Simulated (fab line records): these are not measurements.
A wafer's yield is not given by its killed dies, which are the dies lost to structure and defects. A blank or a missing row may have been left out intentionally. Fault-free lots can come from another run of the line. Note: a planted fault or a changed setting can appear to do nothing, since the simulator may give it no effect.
fab line records ; flow nandHarc
record lots=13; wafers=39; lastDay=34
route steps=1302 shown A_CHANNEL_FILL_D2@620 HYBRID_BOND@1242 THIN_TSV@1265 END@1302
lots with no fault: from the same line, run without faults
startH: the number of hours between the record's first day and the start of the first shown wafer of the lot ; waitH: hours since the lot's step before ; " the same as in the row above ; L1.1+2: one row covering several wafers at once ; - value missing, or start not given ; * or withheld: withheld ; < > ~ a bound
route shown NAME@n: NAME is a module with steps in the file, n the number in the route of the first one ; usual: mean and standard deviation over wafers with no fault ; same: alike in all rows ; chamber/n: place in a boat ; sites: each site's reading ; _std_site: how widely they spread, as a standard deviation ; _edge_site: the outer-site mean with the inner-site mean subtracted ; radiusMm: how far each site lies from the wafer's centre ; mask NAME#n: copy n ; behind: the most recent tool/chamber to have shaped the wafer ; hold: why the lot went on hold/how many hours it stayed there/how the hold came to an end ; device: the transistor (n, p or np) that didn't switch ; end of line: at the end of the route, the tests of the same wafers ; a step without rows: its recipe alone ; killed: count of dies lost to structure and defects at first sort (not the wafer's yield) ; map: the dies of a wafer, with x for killed, . for not killed, _ for no die there
set.NAME: the setting the step ran with; set.NAME@STEP: the setting that earlier step ran with ; model.NAME: the simulator's own value behind a step, which no gauge read
route steps across a sampled set of lots; one table per step, one row per wafer
services: a tool's chamber out of use, with start hour (startH, from the record's first day; less than 0 if before it), hours out, and reason
## steps
# step NHARC_A_CHANNEL_FILL_D2_ETCHBACK_20
# recipe targetDepthA=270; timeS=13.5; c4f8FlowSccm=withheld; o2FlowSccm=8; arFlowSccm=withheld; rfW=600; biasW=1500; chemistry=C4F8/O2/Ar
# usual oesProductAu=0.987/0.023; rfVppV=979/4.7
lot.wafer;tool;chamber;startH;waitH;oesProductAu;rfHoursCounterH;rfVppV
L180.3;rieDiel-12;0;318.78;-;0.960;1;987
L180.2;rieDiel-12;1;318.78;-;0.954;1;973
L180.5;rieDiel-12;3;318.78;-;0.972;-;987
L181.1;rieDiel-12;1;340.73;-;0.992;2;974
L181.4;rieDiel-12;2;340.73;-;0.994;2;978
L181.2;rieDiel-12;3;340.73;-;0.999;2;988
L182.4;rieDiel-03;1;343.79;-;0.965;9;985
L182.5;rieDiel-03;3;343.79;-;0.980;-;984
L182.6;rieDiel-03;0;343.79;-;0.980;-;980
L184.3;rieDiel-08;0;363.86;-;1.017;4;977
L184.1;rieDiel-08;1;363.86;-;1.002;5;974
L184.5;rieDiel-08;3;363.86;-;1.008;-;976
L189.4;rieDiel-08;0;429.12;-;0.948;1;979
L189.3;rieDiel-08;1;429.12;-;0.963;1;975
L189.6;rieDiel-08;0;429.12;-;0.951;-;979
L192.3;rieDiel-08;3;438.79;-;0.993;2;977
L192.1;rieDiel-08;0;438.79;-;0.989;2;977
L192.5;rieDiel-08;3;438.79;-;0.991;-;979
L194.2;rieDiel-12;3;467.43;-;1.001;0;987
L194.4;rieDiel-12;1;467.43;-;1.012;0;975
L194.6;rieDiel-12;2;467.43;-;0.994;-;976
L197.3;rieDiel-03;0;485.15;-;0.998;2;982
L197.4;rieDiel-03;2;485.15;-;0.998;3;975
L197.2;rieDiel-03;3;485.15;-;0.996;2;983
L199.1;rieDiel-08;1;511.64;-;0.977;4;973
L199.3;rieDiel-08;2;511.64;-;0.996;4;974
L199.5;rieDiel-08;2;511.64;-;1.002;-;975
L201.3;rieDiel-12;0;525.72;-;1.001;1;985
L201.1;rieDiel-12;1;525.72;-;1.011;1;973
L201.2;rieDiel-12;2;525.72;-;1.002;1;976
L200.2;rieDiel-03;3;546.98;-;0.999;13;982
L200.6;rieDiel-03;3;546.98;-;0.996;-;983
L200.5;rieDiel-03;0;546.98;-;1.005;-;980
L203.2;rieDiel-03;2;559.19;-;1.015;15;975
L203.3;rieDiel-03;3;559.19;-;0.999;14;983
L203.6;rieDiel-03;2;559.19;-;1.000;-;975
L202.2;rieDiel-03;2;559.25;-;1.004;15;974
L202.5;rieDiel-03;1;559.25;-;0.995;-;984
L202.6;rieDiel-03;2;559.25;-;1.006;-;976
# step NHARC_HYBRID_BOND_OVL_MEAS_05
# usual overlayXNm=0/32; overlayYNm=-5/30
lot.wafer;tool;chamber;startH;waitH;overlayXNm;overlayYNm
L180.2;overlay-01;-;542.21;0.4;-18;18
L180.3;overlay-01;-;542.21;0.4;8;-54
L180.5;overlay-01;-;542.21;0.4;-11;32
L181.1;overlay-02;-;563.70;0.4;11;-44
L181.2;overlay-02;-;563.70;0.4;-19;-14
L181.4;overlay-02;-;563.70;0.4;-21;-34
L184.1;overlay-01;-;576.58;0.4;-41;13
L184.3;overlay-01;-;576.58;0.4;33;-24
L184.5;overlay-01;-;576.58;0.4;-19;-17
L182.4;overlay-02;-;576.58;0.4;-27;-34
L182.5;overlay-02;-;576.58;0.4;-22;-5
L182.6;overlay-02;-;576.58;0.4;21;6
L189.3;overlay-01;-;636.65;0.4;-12;10
L189.4;overlay-01;-;636.65;0.4;-25;-28
L189.6;overlay-01;-;636.65;0.4;-19;26
L192.1;overlay-02;-;652.49;0.4;-53;-10
L192.3;overlay-02;-;652.49;0.4;-48;26
L192.5;overlay-02;-;652.49;0.4;1;-9
L194.2;overlay-02;-;680.16;0.4;26;-17
L194.4;overlay-02;-;680.16;0.4;-34;-15
L194.6;overlay-02;-;680.16;0.4;-11;-21
L197.2;overlay-02;-;698.48;0.4;-28;2
L197.3;overlay-02;-;698.48;0.4;-82;21
L197.4;overlay-02;-;698.48;0.4;-16;11
L201.1;overlay-01;-;730.55;0.4;35;24
L201.2;overlay-01;-;730.55;0.4;17;-35
L201.3;overlay-01;-;730.55;0.4;-37;-44
L199.1;overlay-01;-;730.56;0.4;38;-15
L199.3;overlay-01;-;730.56;0.4;-8;-32
L199.5;overlay-01;-;730.56;0.4;-39;2
L200.2;overlay-02;-;752.87;0.4;41;-37
L200.5;overlay-02;-;752.87;0.4;-16;-47
L200.6;overlay-02;-;752.87;0.4;-8;3
L202.2;overlay-02;-;782.57;0.4;-15;-49
L202.5;overlay-02;-;782.57;0.4;-25;-40
L202.6;overlay-02;-;782.57;0.4;7;62
L203.2;overlay-01;-;788.19;0.4;-37;13
L203.3;overlay-01;-;788.19;0.4;-2;-65
L203.6;overlay-01;-;788.19;0.4;68;63
# step NHARC_THIN_TSV_STRIP_45
# recipe powerW=1500; tempC=250; chemistry=O2
# usual drypumpMotorCurrentA=5.5/0.49; heaterPowerW=332/15
lot.wafer;tool;chamber;startH;waitH;drypumpMotorCurrentA;heaterPowerW;rfHoursCounterH
L180.2;plasmaAsher-02;1;545.87;0.1;5.8;340;21
L180.3;plasmaAsher-02;1;545.87;0.1;5.8;344;-
L180.5;plasmaAsher-02;0;545.87;0.1;4.8;336;-
L181.2;plasmaAsher-02;1;567.48;0.1;5.8;341;25
L181.1;plasmaAsher-02;0;567.48;0.1;4.8;345;25
L181.4;plasmaAsher-02;0;567.48;0.1;4.8;333;-
L184.1;plasmaAsher-02;1;580.40;0.1;5.8;340;27
L184.3;plasmaAsher-02;0;580.40;0.1;4.8;341;-
L184.5;plasmaAsher-02;1;580.40;0.1;5.7;347;-
L182.4;plasmaAsher-01;0;581.50;0.2;5.9;309;-
L182.6;plasmaAsher-01;0;581.50;0.2;6.0;309;-
L182.5;plasmaAsher-01;1;581.50;0.2;5.8;323;-
L189.3;plasmaAsher-02;1;656.54;0.2;5.8;340;-
L189.4;plasmaAsher-02;0;656.54;0.2;4.8;351;-
L189.6;plasmaAsher-02;1;656.54;0.2;5.8;333;-
L192.1;plasmaAsher-01;1;657.52;0.1;5.8;324;26
L192.3;plasmaAsher-01;1;657.52;0.1;5.8;332;-
L192.5;plasmaAsher-01;1;657.52;0.1;5.8;332;-
L194.2;plasmaAsher-02;0;685.06;0.1;4.8;346;11
L194.4;plasmaAsher-02;1;685.06;0.1;5.8;343;-
L194.6;plasmaAsher-02;0;685.06;0.1;4.8;342;-
L197.2;plasmaAsher-02;0;702.45;0.2;4.8;346;16
L197.3;plasmaAsher-02;0;702.45;0.2;4.8;349;-
L197.4;plasmaAsher-02;1;702.45;0.2;5.8;336;-
L201.2;plasmaAsher-02;1;734.22;0.1;5.8;335;23
L201.1;plasmaAsher-02;0;734.22;0.1;4.8;350;23
L201.3;plasmaAsher-02;1;734.22;0.1;5.8;339;-
L199.1;plasmaAsher-02;1;736.66;0.1;5.7;331;24
L199.3;plasmaAsher-02;0;736.66;0.1;4.8;347;-
L199.5;plasmaAsher-02;1;736.66;0.1;5.8;340;-
L200.2;plasmaAsher-01;0;758.67;0.1;6.0;299;10
L200.6;plasmaAsher-01;1;758.67;0.1;5.8;323;-
L200.5;plasmaAsher-01;0;758.67;0.1;5.9;294;-
L202.2;plasmaAsher-02;0;786.25;0.1;4.8;339;33
L202.6;plasmaAsher-02;1;786.25;0.1;5.8;337;-
L202.5;plasmaAsher-02;0;786.25;0.1;4.8;360;-
L203.2;plasmaAsher-02;1;792.04;0.1;5.8;336;34
L203.3;plasmaAsher-02;0;792.04;0.1;4.8;342;-
L203.6;plasmaAsher-02;0;792.04;0.1;4.8;356;-
# step NHARC_THIN_TSV_CD_MEAS_37
# usual cdNm=4999.5/2.5
lot.wafer;tool;chamber;startH;waitH;cdNm
L180.2;cdSem-03;-;552.37;-;4999.7
L180.3;cdSem-03;-;552.37;-;4998.0
L180.5;cdSem-03;-;552.37;-;5000.1
L181.1;cdSem-02;-;573.82;-;4994.2
L181.2;cdSem-02;-;573.82;-;4996.2
L181.4;cdSem-02;-;573.82;-;4999.2
L184.1;cdSem-02;-;586.53;-;5002.3
L184.3;cdSem-02;-;586.53;-;5000.2
L184.5;cdSem-02;-;586.53;-;5000.9
L182.4;cdSem-02;-;587.65;-;5004.3
L182.5;cdSem-02;-;587.65;-;5002.4
L182.6;cdSem-02;-;587.65;-;5003.1
L189.3;cdSem-01;-;663.01;-;4997.9
L189.4;cdSem-01;-;663.01;-;4997.8
L189.6;cdSem-01;-;663.01;-;4995.8
L192.1;cdSem-01;-;664.01;-;4997.9
L192.3;cdSem-01;-;664.01;-;4997.3
L192.5;cdSem-01;-;664.01;-;4999.0
L194.2;cdSem-01;-;691.42;-;4997.5
L194.4;cdSem-01;-;691.42;-;4998.9
L194.6;cdSem-01;-;691.42;-;4997.1
L197.2;cdSem-01;-;708.74;-;5001.2
L197.3;cdSem-01;-;708.74;-;5001.7
L197.4;cdSem-01;-;708.74;-;5002.6
L201.1;cdSem-01;-;740.66;-;4998.7
L201.2;cdSem-01;-;740.66;-;4997.3
L201.3;cdSem-01;-;740.66;-;4998.4
L199.1;cdSem-02;-;742.79;-;5002.6
L199.3;cdSem-02;-;742.79;-;4999.7
L199.5;cdSem-02;-;742.79;-;5002.7
L200.2;cdSem-01;-;764.89;-;4996.1
L200.5;cdSem-01;-;764.89;-;4997.6
L200.6;cdSem-01;-;764.89;-;4996.5
L202.2;cdSem-03;-;792.36;-;5000.0
L202.5;cdSem-03;-;792.36;-;4999.7
L202.6;cdSem-03;-;792.36;-;5000.9
L203.2;cdSem-01;-;798.19;-;4996.5
L203.3;cdSem-01;-;798.19;-;5001.4
L203.6;cdSem-01;-;798.19;-;4998.6
# step NHARC_END_SORT_01
# recipe tempC=25
# usual killedAtArray=62/16; killedAtOther=0.8/1.1; killedAtPeriphery=4/3.2; killedDies=67/16; killedOpen=3.5/1.9; killedShort=2.1/1.5
# same grossDies=677
lot.wafer;tool;chamber;startH;waitH;killedAtArray;killedAtOther;killedAtPeriphery;killedDies;killedOpen;killedShort
L192.1;prober-02;0;672.22;2.5;150;0;2;152;4;0
L192.3;prober-02;0;673.82;3.1;144;2;1;147;4;4
L192.5;prober-02;0;675.42;3.7;155;2;4;161;3;1
L189.3;prober-01;0;673.78;3.1;133;0;3;136;1;3
L189.4;prober-01;0;674.58;3.4;135;0;2;137;3;2
L189.6;prober-01;0;676.18;4.0;130;0;3;133;4;0
# killed by level:class
L192.1 A_CHANNEL_FILL_D2:unspecified=79 A_SLIT:chamberFilmFlake=34 A_CHANNEL_HOLE_D2:chamberFilmFlake=19 A_CHANNEL_HOLE_D1:chamberFilmFlake=7 A_BONDPAD:chamberFilmFlake=3 A_ONON_D2:geometricParticle:open=2 A_CONTACT:chamberFilmFlake=2 A_DECK1_JOINT:geometricParticle:open=1
L189.3 A_CHANNEL_FILL_D2:unspecified=73 A_CHANNEL_HOLE_D1:chamberFilmFlake=29 A_CHANNEL_HOLE_D2:chamberFilmFlake=23 A_CHANNEL_FILL_D1:chamberFilmFlake=2 A_CONTACT:chamberFilmFlake=2 A_CHANNEL_FILL_D1:geometricParticle:short=1 A_CHANNEL_HOLE_D2:geometricParticle:short=1 A_CONTACT:geometricParticle:open=1
L192.3 A_CHANNEL_FILL_D2:unspecified=73 A_SLIT:chamberFilmFlake=32 A_CHANNEL_HOLE_D2:chamberFilmFlake=28 A_SOURCE_PLATE:geometricParticle:open=2 P_M0:geometricParticle:open=1 A_CHANNEL_FILL_D1:geometricParticle:short=1 A_ONON_D2:geometricParticle:short=1 A_BLC:geometricParticle:short=1
L189.4 A_CHANNEL_FILL_D2:unspecified=70 A_CHANNEL_HOLE_D1:chamberFilmFlake=38 A_CHANNEL_HOLE_D2:chamberFilmFlake=13 A_CONTACT:chamberFilmFlake=6 A_STAIRCASE:chamberFilmFlake=2 A_WL_FILL:chamberFilmFlake=2 P_CONTACT:geometricParticle:open=1 A_ONON_D1:geometricParticle:short=1
L192.5 A_CHANNEL_FILL_D2:unspecified=87 A_SLIT:chamberFilmFlake=35 A_CHANNEL_HOLE_D2:chamberFilmFlake=20 A_CHANNEL_HOLE_D1:chamberFilmFlake=7 THIN_TSV:chamberFilmFlake=2 P_CONTACT:geometricParticle:short=1 P_M1:geometricParticle:open=1 A_ONON_D2:geometricParticle:open=1
L189.6 A_CHANNEL_FILL_D2:unspecified=73 A_CHANNEL_HOLE_D1:chamberFilmFlake=32 A_CHANNEL_HOLE_D2:chamberFilmFlake=13 A_SLIT:chamberFilmFlake=4 A_M0:geometricParticle:open=2 A_CONTACT:chamberFilmFlake=2 P_GATE:geometricParticle:open=1 A_BLC:geometricParticle:open=1
## services
tool;chamber;startH;hours;kind
rieDiel-08;-;348.02;1.2;repair
rieDiel-08;-;367.80;9.0;pm
rieDiel-03;1;371.56;10.6;repair
rieDiel-03;0;373.35;8.3;repair
rieDiel-12;1;385.57;6.7;repair
plasmaAsher-02;-;443.20;9.0;pm
rieDiel-12;-;445.40;9.0;pm
rieDiel-03;-;458.30;9.0;pm
rieDiel-08;1;460.68;6.6;repair
plasmaAsher-02;-;479.50;3.0;repair
rieDiel-12;0;494.33;5.1;repair
rieDiel-12;2;496.82;8.2;repair
rieDiel-12;1;538.50;3.1;repair
rieDiel-08;-;544.80;9.0;pm
rieDiel-12;2;547.00;10.7;repair
rieDiel-12;1;575.73;5.0;repair
rieDiel-03;0;583.13;5.1;repair
plasmaAsher-02;-;620.20;9.0;pm
rieDiel-03;-;635.30;9.0;pm
plasmaAsher-02;-;662.81;0.7;repair
plasmaAsher-02;-;670.28;0.4;repair
rieDiel-03;0;718.40;1.2;repair
rieDiel-03;1;763.72;4.0;repair
rieDiel-03;0;784.32;10.1;repair
## key
firstSign step=NHARC_END_SORT_01; reading=killedAtArray; direction=up; sigmas=4.9; usual=62; struck=141
effect step=NHARC_END_SORT_01; reading=killedDies; direction=up; sigmas=4.7; usual=67; struck=144
moreKillsBornAt NHARC_A_CHANNEL_FILL_D2_ETCHBACK_20@rieDiel-08=453
metAt NHARC_A_CHANNEL_FILL_D2_ETCHBACK_20
struckLots L189,L192
testerLeftOut L189,L192
notActingAt NHARC_HYBRID_BOND_OVL_MEAS_05,NHARC_THIN_TSV_STRIP_45,NHARC_THIN_TSV_CD_MEAS_37
onsetBetween 363.86 429.12
fault kind=chamberParticleSource; tool=rieDiel-08; chamber=-; onsetH=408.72; steps=NHARC_A_CHANNEL_FILL_D2_ETCHBACK_20; ratePerVisitCm2=0.59604; endH=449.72
# testerLeftOut: of these lots the tester's yield and bins aren't shown, on N5 and GAA mostly nor the transistor test; their killed dies are dies lost to structure and defects alone, not to doping, threshold or leakage, so they don't give the yield
